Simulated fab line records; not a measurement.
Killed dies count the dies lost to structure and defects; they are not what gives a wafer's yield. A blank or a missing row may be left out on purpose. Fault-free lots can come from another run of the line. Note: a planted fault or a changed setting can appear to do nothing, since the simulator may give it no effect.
What tool caused it? + flow n5_finfet + Sampling: 24 lots, 72 wafers, 6 of 1938 route steps

== WHAT THE GAUGES READ, wafer by wafer ==
N5_GATE_CUT_THK_MEAS_24. Usual: GC_FILL_THK gives 220.1 nm (standard deviation 2.2).
| lot  | measured     | on            | GC_FILL_THK (nm)  | flag |
|------|--------------|---------------|-------------------|------|
| L074 | day 4 13:16  | film_metro-01 | 218.4 218.8 219.9 |      |
| L075 | day 4 20:28  | film_metro-01 | 216.9 220.4 219.6 |      |
| L076 | day 5 06:22  | film_metro-01 | 220.3 221.8 219.7 |      |
| L077 | day 5 10:57  | film_metro-01 | 219.2 217.3 216.5 |      |
| L078 | day 5 18:28  | film_metro-02 | 216.8 218.3 222.4 |      |
| L079 | day 6 01:56  | film_metro-02 | 216.5 220.3 220.8 |      |
| L080 | day 6 04:59  | film_metro-02 | 221.5 222.2 222.9 |      |
| L081 | day 6 13:15  | film_metro-01 | 218.8 221.3 219.1 |      |
| L082 | day 6 17:21  | film_metro-01 | 219.2 220.8 224.9 |      |
| L083 | day 6 20:22  | film_metro-02 | 220.2 224.7 222.3 |      |
| L084 | day 7 05:34  | film_metro-01 | 216.8 220.6 218.8 |      |
| L085 | day 7 09:01  | film_metro-01 | 221.2 221.4 221.8 |      |
| L086 | day 7 17:49  | film_metro-02 | 216.5 216.6 219.9 |      |
| L087 | day 7 22:47  | film_metro-01 | 216.5 219.9 220.1 |      |
| L088 | day 8 03:49  | film_metro-02 | 215.8 216.5 221.9 |      |
| L089 | day 8 08:59  | film_metro-01 | 219.9 221.2 221.6 |      |
| L090 | day 8 14:56  | film_metro-01 | 215.6 219.8 218.1 |      |
| L091 | day 8 20:25  | film_metro-02 | 214.8 217.5 219.4 |      |
| L092 | day 9 03:56  | film_metro-01 | 219.1 220.6 225.2 |      |
| L093 | day 9 10:34  | film_metro-02 | 223.9 218.9 223.2 |      |
| L094 | day 9 15:40  | film_metro-02 | 220.7 221.0 223.0 |      |
| L095 | day 9 21:04  | film_metro-02 | 220.7 218.9 224.4 |      |
| L096 | day 10 04:13 | film_metro-02 | 217.1 218.8 219.2 |      |
| L097 | day 10 11:53 | film_metro-02 | 220.5 217.8 221.0 |      |

N5_MOL_CONTACT_COAG_CD_MEAS_08: the cd target is 28 nm. Usual: 27.94 nm for cd_nm, sd 0.22.
| lot  | measured     | on        | cd_nm (nm)        | flag |
|------|--------------|-----------|-------------------|------|
| L074 | day 4 14:19  | cd_sem-02 | 27.64 28.33 27.78 |      |
| L075 | day 4 21:39  | cd_sem-02 | 27.98 28.15 28.03 |      |
| L076 | day 5 07:24  | cd_sem-03 | 27.93 27.82 27.74 |      |
| L077 | day 5 11:59  | cd_sem-03 | 27.96 27.90 27.75 |      |
| L078 | day 5 19:31  | cd_sem-03 | 28.21 27.61 28.09 |      |
| L079 | day 6 02:58  | cd_sem-03 | 28.04 27.41 27.98 |      |
| L080 | day 6 06:01  | cd_sem-03 | 27.62 28.31 27.76 |      |
| L081 | day 6 14:17  | cd_sem-03 | 28.23 27.48 28.08 |      |
| L082 | day 6 18:31  | cd_sem-03 | 27.91 27.62 27.98 |      |
| L083 | day 6 21:32  | cd_sem-03 | 27.81 28.17 28.24 |      |
| L084 | day 7 06:43  | cd_sem-02 | 28.05 28.32 28.08 |      |
| L085 | day 7 10:11  | cd_sem-02 | 28.27 28.12 27.94 |      |
| L086 | day 7 18:59  | cd_sem-01 | 28.16 27.85 27.87 |      |
| L087 | day 7 23:50  | cd_sem-03 | 28.09 27.90 27.56 |      |
| L088 | day 8 05:04  | cd_sem-01 | 27.86 27.71 27.97 |      |
| L089 | day 8 10:01  | cd_sem-01 | 27.78 28.22 27.95 |      |
| L090 | day 8 16:06  | cd_sem-01 | 27.62 28.00 28.27 |      |
| L091 | day 8 21:27  | cd_sem-02 | 27.86 27.79 28.00 |      |
| L092 | day 9 05:06  | cd_sem-03 | 27.93 28.08 27.86 |      |
| L093 | day 9 11:36  | cd_sem-03 | 27.84 27.96 27.71 |      |
| L094 | day 9 16:50  | cd_sem-01 | 28.26 27.94 27.94 |      |
| L095 | day 9 22:06  | cd_sem-02 | 28.23 28.20 28.15 |      |
| L096 | day 10 05:23 | cd_sem-02 | 27.97 28.15 27.96 |      |
| L097 | day 10 12:55 | cd_sem-02 | 27.58 27.84 27.77 |      |

== EACH LOT AND THE TOOL THAT RAN IT (in order: tool; ch and the chambers of the sampled wafers; start) ==
| lot  | N5_HKMG_FIN_ETCH_67                | N5_GATE_CUT_ETCH_28                | N5_GATE_CUT_STRIP_42               | N5_GATE_CUT_STRIP_21                 |
|------|------------------------------------|------------------------------------|------------------------------------|--------------------------------------|
| L074 | rie_diel-03 ch 1,2, day 4 04:38    | rie_diel-02 ch 1,2,3, day 4 10:41  | rie_diel-02 ch 1,2,3, day 4 10:53  | plasma_asher-01 ch 0,1, day 4 11:20  |
| L075 | rie_diel-06 ch 0,1,2, day 4 11:44  | rie_diel-01 ch 0,1, day 4 17:46    | rie_diel-01 ch 0,1, day 4 17:59    | plasma_asher-02 ch 0,1, day 4 18:29  |
| L076 | rie_diel-03 ch 0,3, day 4 16:56    | rie_diel-05 ch 1,2, day 4 23:17    | rie_diel-05 ch 1,2, day 4 23:30    | plasma_asher-01 ch 0,1, day 4 23:56  |
| L077 | rie_diel-03 ch 0,1,3, day 4 21:56  | rie_diel-05 ch 0,1,2, day 5 08:22  | rie_diel-05 ch 0,1,2, day 5 08:35  | plasma_asher-02 ch 0,1, day 5 09:01  |
| L078 | rie_diel-04 ch 0,3, day 5 09:33    | rie_diel-05 ch 1,2, day 5 15:53    | rie_diel-05 ch 1,2, day 5 16:06    | plasma_asher-02 ch 0,1, day 5 16:34  |
| L079 | rie_diel-04 ch 1,2,3, day 5 16:47  | rie_diel-02 ch 0,2,3, day 5 23:11  | rie_diel-02 ch 0,2,3, day 5 23:23  | plasma_asher-01 ch 0,1, day 5 23:52  |
| L080 | rie_diel-03 ch 0,1,2, day 5 19:25  | rie_diel-05 ch 0,1,2, day 6 02:00  | rie_diel-05 ch 0,1,2, day 6 02:13  | plasma_asher-01 ch 0,1, day 6 02:40  |
| L081 | rie_diel-04 ch 0,2,3, day 6 04:19  | rie_diel-01 ch 0,2,3, day 6 10:21  | rie_diel-01 ch 0,2,3, day 6 10:34  | plasma_asher-02 ch 0,1, day 6 11:16  |
| L082 | rie_diel-06 ch 0,1,3, day 6 08:59  | rie_diel-05 ch 1,2,3, day 6 14:43  | rie_diel-05 ch 1,2,3, day 6 14:56  | plasma_asher-02 ch 0,1, day 6 15:22  |
| L083 | rie_diel-06 ch 1,2,3, day 6 11:17  | rie_diel-01 ch 0,1, day 6 17:39    | rie_diel-01 ch 0,1, day 6 17:52    | plasma_asher-02 ch 0,1, day 6 18:18  |
| L084 | rie_diel-03 ch 1,2, day 6 21:04    | rie_diel-02 ch 1,2, day 7 02:47    | rie_diel-02 ch 1,2, day 7 02:59    | plasma_asher-01 ch 0,1, day 7 03:27  |
| L085 | rie_diel-04 ch 0,1, day 7 00:10    | rie_diel-02 ch 0,1,3, day 7 06:15  | rie_diel-02 ch 0,1,3, day 7 06:28  | plasma_asher-02 ch 0,1, day 7 07:04  |
| L086 | rie_diel-06 ch 0,1,2, day 7 08:31  | rie_diel-02 ch 0,1,2, day 7 14:25  | rie_diel-02 ch 0,1,2, day 7 14:38  | plasma_asher-01 ch 0,1, day 7 15:04  |
| L087 | rie_diel-06 ch 0,1,2, day 7 12:34  | rie_diel-05 ch 1,2,3, day 7 19:59  | rie_diel-05 ch 1,2,3, day 7 20:12  | plasma_asher-02 ch 0,1, day 7 20:38  |
| L088 | rie_diel-06 ch 1,2, day 7 17:58    | rie_diel-05 ch 0,3, day 8 01:14    | rie_diel-05 ch 0,3, day 8 01:26    | plasma_asher-02 ch 0,1, day 8 01:53  |
| L089 | rie_diel-06 ch 0,2, day 8 00:07    | rie_diel-01 ch 0,1,3, day 8 06:13  | rie_diel-01 ch 0,1,3, day 8 06:25  | plasma_asher-02 ch 0, day 8 07:02    |
| L090 | rie_diel-04 ch 0,1,2, day 8 06:19  | rie_diel-05 ch 1,2,3, day 8 12:21  | rie_diel-05 ch 1,2,3, day 8 12:34  | plasma_asher-02 ch 0,1, day 8 13:00  |
| L091 | rie_diel-03 ch 0,3, day 8 11:48    | rie_diel-02 ch 0,3, day 8 17:50    | rie_diel-02 ch 0,3, day 8 18:02    | plasma_asher-01 ch 1, day 8 18:29    |
| L092 | rie_diel-03 ch 0,1,3, day 8 18:44  | rie_diel-05 ch 0,1,2, day 9 01:19  | rie_diel-05 ch 0,1,2, day 9 01:31  | plasma_asher-02 ch 0,1, day 9 01:58  |
| L093 | rie_diel-04 ch 0,1,3, day 9 02:00  | rie_diel-01 ch 1,2, day 9 07:58    | rie_diel-01 ch 1,2, day 9 08:11    | plasma_asher-02 ch 0,1, day 9 08:37  |
| L094 | rie_diel-03 ch 1,3, day 9 06:50    | rie_diel-01 ch 0,1, day 9 12:36    | rie_diel-01 ch 0,1, day 9 12:49    | plasma_asher-02 ch 0,1, day 9 13:15  |
| L095 | rie_diel-03 ch 1,3, day 9 12:45    | rie_diel-02 ch 0,1,3, day 9 18:28  | rie_diel-02 ch 0,1,3, day 9 18:41  | plasma_asher-01 ch 0,1, day 9 19:07  |
| L096 | rie_diel-06 ch 0,3, day 9 19:27    | rie_diel-02 ch 0,1,3, day 10 01:25 | rie_diel-02 ch 0,1,3, day 10 01:37 | plasma_asher-01 ch 0,1, day 10 02:04 |
| L097 | rie_diel-03 ch 1,2,3, day 10 02:34 | rie_diel-02 ch 0,1, day 10 09:15   | rie_diel-02 ch 0,1, day 10 09:28   | plasma_asher-01 ch 0,1, day 10 09:56 |
- N5_HKMG_FIN_ETCH_67: etches SOC in N2/H2, stops on TiN, target depth 388.9 nm.
- N5_GATE_CUT_ETCH_28: etches underlayer in N2/H2, target depth 13 nm, time 10.4 s.
- N5_GATE_CUT_STRIP_42: strips in O2.
- N5_GATE_CUT_STRIP_21: strips in N2/H2, time 30 s.

== WHAT THE TOOLS THEMSELVES READ (means of the sampled wafers that have a number; where no wafer has one, the mark that the record gives instead) ==
N5_HKMG_FIN_ETCH_67. Usual: drypump_motor_current_A 5.7 A, standard deviation 0.67; oes_product_au 0.80 a.u., standard deviation 0.092; rf_vpp_V 240.0 V, standard deviation 1.3; showerhead_plenum_p_Torr 2.49 Torr, standard deviation 0.072; throttle_valve_pct 17.88 %, standard deviation 0.24.
| lot  | tool        | drypump_motor_current_A (A) | oes_product_au (a.u.) | rf_vpp_V (V) | showerhead_plenum_p_Torr (Torr) | throttle_valve_pct (%) | flag |
|------|-------------|-----------------------------|-----------------------|--------------|---------------------------------|------------------------|------|
| L074 | rie_diel-03 | 6.0                         | 0.69                  | 239.7        | 2.47                            | 18.12                  |      |
| L075 | rie_diel-06 | 5.1                         | 0.82                  | 239.6        | 2.47                            | 17.91                  |      |
| L076 | rie_diel-03 | 5.5                         | 0.86                  | 240.7        | 2.53                            | 17.83                  |      |
| L077 | rie_diel-03 | 6.0                         | 0.78                  | 240.1        | 2.47                            | 17.98                  |      |
| L078 | rie_diel-04 | 5.6                         | 0.84                  | 238.8        | 2.46                            | 17.84                  |      |
| L079 | rie_diel-04 | 5.9                         | 0.82                  | 240.3        | 2.49                            | 17.81                  |      |
| L080 | rie_diel-03 | 5.5                         | 0.86                  | 240.8        | 2.52                            | 17.86                  |      |
| L081 | rie_diel-04 | 5.7                         | 0.78                  | 240.2        | 2.48                            | 17.91                  |      |
| L082 | rie_diel-06 | 5.6                         | 0.79                  | 240.3        | 2.49                            | 17.92                  |      |
| L083 | rie_diel-06 | 5.7                         | 0.74                  | 239.7        | 2.47                            | 18.03                  |      |
| L084 | rie_diel-03 | 5.4                         | 0.84                  | 240.5        | 2.48                            | 17.76                  |      |
| L085 | rie_diel-04 | 5.9                         | 0.82                  | 239.6        | 2.48                            | 17.64                  |      |
| L086 | rie_diel-06 | 5.1                         | 0.79                  | 238.6        | 2.46                            | 17.95                  |      |
| L087 | rie_diel-06 | 5.1                         | 0.79                  | 239.5        | 2.46                            | 17.95                  |      |
| L088 | rie_diel-06 | 5.0                         | 0.78                  | 239.0        | 2.45                            | 17.96                  |      |
| L089 | rie_diel-06 | 5.2                         | 0.79                  | 240.1        | 2.46                            | 17.97                  |      |
| L090 | rie_diel-04 | 5.8                         | 0.76                  | 239.4        | 2.48                            | 17.83                  |      |
| L091 | rie_diel-03 | 6.0                         | 0.88                  | 242.0        | 2.66                            | 17.56                  |      |
| L092 | rie_diel-03 | 6.0                         | 0.81                  | 241.2        | 2.57                            | 17.86                  |      |
| L093 | rie_diel-04 | 5.8                         | 0.81                  | 240.1        | 2.46                            | 17.78                  |      |
| L094 | rie_diel-03 | 6.5                         | 0.74                  | 240.3        | 2.51                            | 18.00                  |      |
| L095 | rie_diel-03 | 6.5                         | 0.81                  | 241.5        | 2.60                            | 17.71                  |      |
| L096 | rie_diel-06 | 5.7                         | 0.84                  | 239.3        | 2.47                            | 17.85                  |      |
| L097 | rie_diel-03 | 6.0                         | 0.80                  | 240.7        | 2.54                            | 17.77                  |      |

N5_GATE_CUT_ETCH_28. Usual: drypump_motor_current_A 5.8 A, standard deviation 0.39; etch_rf_on_time_s 10.46 s, standard deviation 0.25; oes_product_au 0.65 a.u., standard deviation 0.052; rf_vpp_V 524.2 V, standard deviation 2.9; showerhead_plenum_p_Torr 2.55 Torr, standard deviation 0.091; throttle_valve_pct 17.89 %, standard deviation 0.18.
| lot  | tool        | drypump_motor_current_A (A) | etch_rf_on_time_s (s) | oes_product_au (a.u.) | rf_vpp_V (V) | showerhead_plenum_p_Torr (Torr) | throttle_valve_pct (%) | flag |
|------|-------------|-----------------------------|-----------------------|-----------------------|--------------|---------------------------------|------------------------|------|
| L074 | rie_diel-02 | 5.7                         | 10.41                 | 0.63                  | 523.6        | 2.53                            | 17.78                  |      |
| L075 | rie_diel-01 | 6.2                         | 10.47                 | 0.72                  | 523.1        | 2.50                            | 17.86                  |      |
| L076 | rie_diel-05 | 5.7                         | 10.72                 | 0.63                  | 523.9        | 2.50                            | 18.11                  |      |
| L077 | rie_diel-05 | 5.7                         | 10.51                 | 0.67                  | 524.5        | 2.58                            | 17.93                  |      |
| L078 | rie_diel-05 | 5.6                         | 10.75                 | 0.62                  | 525.8        | 2.56                            | 17.95                  |      |
| L079 | rie_diel-02 | 5.5                         | 10.32                 | 0.63                  | 522.3        | 2.50                            | 17.82                  |      |
| L080 | rie_diel-05 | 5.7                         | 10.53                 | 0.66                  | 525.2        | 2.58                            | 17.94                  |      |
| L081 | rie_diel-01 | 5.7                         | 10.54                 | 0.64                  | 522.5        | 2.50                            | 17.96                  |      |
| L082 | rie_diel-05 | 5.7                         | 10.75                 | 0.61                  | 524.9        | 2.56                            | 18.01                  |      |
| L083 | rie_diel-01 | 6.3                         | 10.53                 | 0.74                  | 524.1        | 2.55                            | 17.86                  |      |
| L084 | rie_diel-02 | 5.4                         | 10.40                 | 0.63                  | 525.4        | 2.56                            | 17.73                  |      |
| L085 | rie_diel-02 | 6.0                         | 10.25                 | 0.63                  | 523.7        | 2.53                            | 17.80                  |      |
| L086 | rie_diel-02 | 5.7                         | 10.28                 | 0.63                  | 524.2        | 2.55                            | 17.72                  |      |
| L087 | rie_diel-05 | 5.6                         | 10.60                 | 0.61                  | 523.9        | 2.56                            | 18.02                  |      |
| L088 | rie_diel-05 | 5.8                         | 10.23                 | 0.69                  | 527.5        | 2.66                            | 17.82                  |      |
| L089 | rie_diel-01 | 5.8                         | 10.52                 | 0.67                  | 522.5        | 2.49                            | 17.94                  |      |
| L090 | rie_diel-05 | 5.6                         | 10.68                 | 0.60                  | 523.6        | 2.56                            | 18.03                  |      |
| L091 | rie_diel-02 | 5.8                         | 10.30                 | 0.62                  | 522.7        | 2.50                            | 17.83                  |      |
| L092 | rie_diel-05 | 5.8                         | 10.67                 | 0.64                  | 523.9        | 2.57                            | 17.97                  |      |
| L093 | rie_diel-01 | 6.3                         | 10.64                 | 0.70                  | 525.9        | 2.61                            | 17.88                  |      |
| L094 | rie_diel-01 | 6.2                         | 10.59                 | 0.68                  | 522.7        | 2.48                            | 17.92                  |      |
| L095 | rie_diel-02 | 6.0                         | 10.37                 | 0.61                  | 523.2        | 2.52                            | 17.83                  |      |
| L096 | rie_diel-02 | 5.9                         | 10.37                 | 0.61                  | 522.5        | 2.52                            | 17.82                  |      |
| L097 | rie_diel-02 | 5.9                         | 10.19                 | 0.62                  | 525.0        | 2.55                            | 17.73                  |      |

N5_GATE_CUT_STRIP_42. Usual: drypump_motor_current_A 5.8 A, standard deviation 0.39; oes_product_au 0.76 a.u., standard deviation 0.065; rf_vpp_V 3.7 V, standard deviation 0.48; showerhead_plenum_p_Torr 2.11 Torr, standard deviation 0.071; throttle_valve_pct 16.72 %, standard deviation 0.17.
| lot  | tool        | drypump_motor_current_A (A) | oes_product_au (a.u.) | rf_vpp_V (V) | showerhead_plenum_p_Torr (Torr) | throttle_valve_pct (%) | flag |
|------|-------------|-----------------------------|-----------------------|--------------|---------------------------------|------------------------|------|
| L074 | rie_diel-02 | 5.7                         | 0.75                  | 4.1          | 2.09                            | 16.63                  |      |
| L075 | rie_diel-01 | 6.2                         | 0.86                  | 3.6          | 2.07                            | 16.77                  |      |
| L076 | rie_diel-05 | 5.7                         | 0.74                  | 3.7          | 2.06                            | 16.90                  |      |
| L077 | rie_diel-05 | 5.7                         | 0.78                  | 3.4          | 2.13                            | 16.75                  |      |
| L078 | rie_diel-05 | 5.6                         | 0.73                  | 3.7          | 2.11                            | 16.78                  |      |
| L079 | rie_diel-02 | 5.5                         | 0.74                  | 3.5          | 2.06                            | 16.60                  |      |
| L080 | rie_diel-05 | 5.7                         | 0.77                  | 3.6          | 2.13                            | 16.77                  |      |
| L081 | rie_diel-01 | 5.7                         | 0.75                  | 3.4          | 2.07                            | 16.81                  |      |
| L082 | rie_diel-05 | 5.6                         | 0.73                  | 3.6          | 2.12                            | 16.83                  |      |
| L083 | rie_diel-01 | 6.3                         | 0.88                  | 4.2          | 2.11                            | 16.63                  |      |
| L084 | rie_diel-02 | 5.3                         | 0.74                  | 3.6          | 2.11                            | 16.57                  |      |
| L085 | rie_diel-02 | 6.0                         | 0.73                  | 4.2          | 2.10                            | 16.69                  |      |
| L086 | rie_diel-02 | 5.6                         | 0.74                  | 3.6          | 2.12                            | 16.60                  |      |
| L087 | rie_diel-05 | 5.6                         | 0.72                  | 3.6          | 2.11                            | 16.85                  |      |
| L088 | rie_diel-05 | 5.8                         | 0.81                  | 3.9          | 2.19                            | 16.69                  |      |
| L089 | rie_diel-01 | 5.9                         | 0.80                  | 4.0          | 2.06                            | 16.76                  |      |
| L090 | rie_diel-05 | 5.6                         | 0.72                  | 3.5          | 2.11                            | 16.86                  |      |
| L091 | rie_diel-02 | 5.8                         | 0.72                  | 3.6          | 2.06                            | 16.66                  |      |
| L092 | rie_diel-05 | 5.7                         | 0.75                  | 4.1          | 2.12                            | 16.80                  |      |
| L093 | rie_diel-01 | 6.3                         | 0.83                  | 3.7          | 2.14                            | 16.60                  |      |
| L094 | rie_diel-01 | 6.2                         | 0.82                  | 4.2          | 2.06                            | 16.84                  |      |
| L095 | rie_diel-02 | 5.9                         | 0.71                  | 3.8          | 2.09                            | 16.72                  |      |
| L096 | rie_diel-02 | 5.9                         | 0.72                  | 3.6          | 2.09                            | 16.72                  |      |
| L097 | rie_diel-02 | 5.8                         | 0.71                  | 3.4          | 2.12                            | 16.66                  |      |

N5_GATE_CUT_STRIP_21. Usual: drypump_motor_current_A 5.78 A, standard deviation 0.11; heater_power_w 295 W, standard deviation 14.
| lot  | tool            | drypump_motor_current_A (A) | heater_power_w (W) | flag |
|------|-----------------|-----------------------------|--------------------|------|
| L074 | plasma_asher-01 | 5.72                        | 305                |      |
| L075 | plasma_asher-02 | 5.85                        | 288                |      |
| L076 | plasma_asher-01 | 5.74                        | 303                |      |
| L077 | plasma_asher-02 | 5.78                        | 281                |      |
| L078 | plasma_asher-02 | 5.77                        | 287                |      |
| L079 | plasma_asher-01 | 5.77                        | 306                |      |
| L080 | plasma_asher-01 | 5.77                        | 304                |      |
| L081 | plasma_asher-02 | 5.85                        | 290                |      |
| L082 | plasma_asher-02 | 5.85                        | 295                |      |
| L083 | plasma_asher-02 | 5.85                        | 293                |      |
| L084 | plasma_asher-01 | 5.77                        | 304                |      |
| L085 | plasma_asher-02 | 5.75                        | 282                |      |
| L086 | plasma_asher-01 | 5.71                        | 307                |      |
| L087 | plasma_asher-02 | 5.84                        | 294                |      |
| L088 | plasma_asher-02 | 5.86                        | 292                |      |
| L089 | plasma_asher-02 | 5.67                        | 274                |      |
| L090 | plasma_asher-02 | 5.75                        | 286                |      |
| L091 | plasma_asher-01 | 5.67                        | 307                |      |
| L092 | plasma_asher-02 | 5.85                        | 293                |      |
| L093 | plasma_asher-02 | 5.85                        | 288                |      |
| L094 | plasma_asher-02 | 5.77                        | 282                |      |
| L095 | plasma_asher-01 | 5.77                        | 302                |      |
| L096 | plasma_asher-01 | 5.76                        | 309                |      |
| L097 | plasma_asher-01 | 5.75                        | 304                |      |

== THE ANSWER, worked out from the rows above alone ==
Rule: a lot counts as off when the mean over its wafers that have a number is more than 3 standard deviations away from the usual mean. A lot without any number at a reading at which 4 lots or more have one is off too. Where the step has rows for the other lots, those lots are counted as sound. The gauges are gone through in route order, then the tools' own readings, and for those a lot's mean is taken as printed above. At the first step where some lot is off, the reading lying furthest off is the one used; lots without a number count as furthest.
No lot is off at any reading shown: from this, nothing can be told.

== WHAT THE SIMULATOR PUT IN ==
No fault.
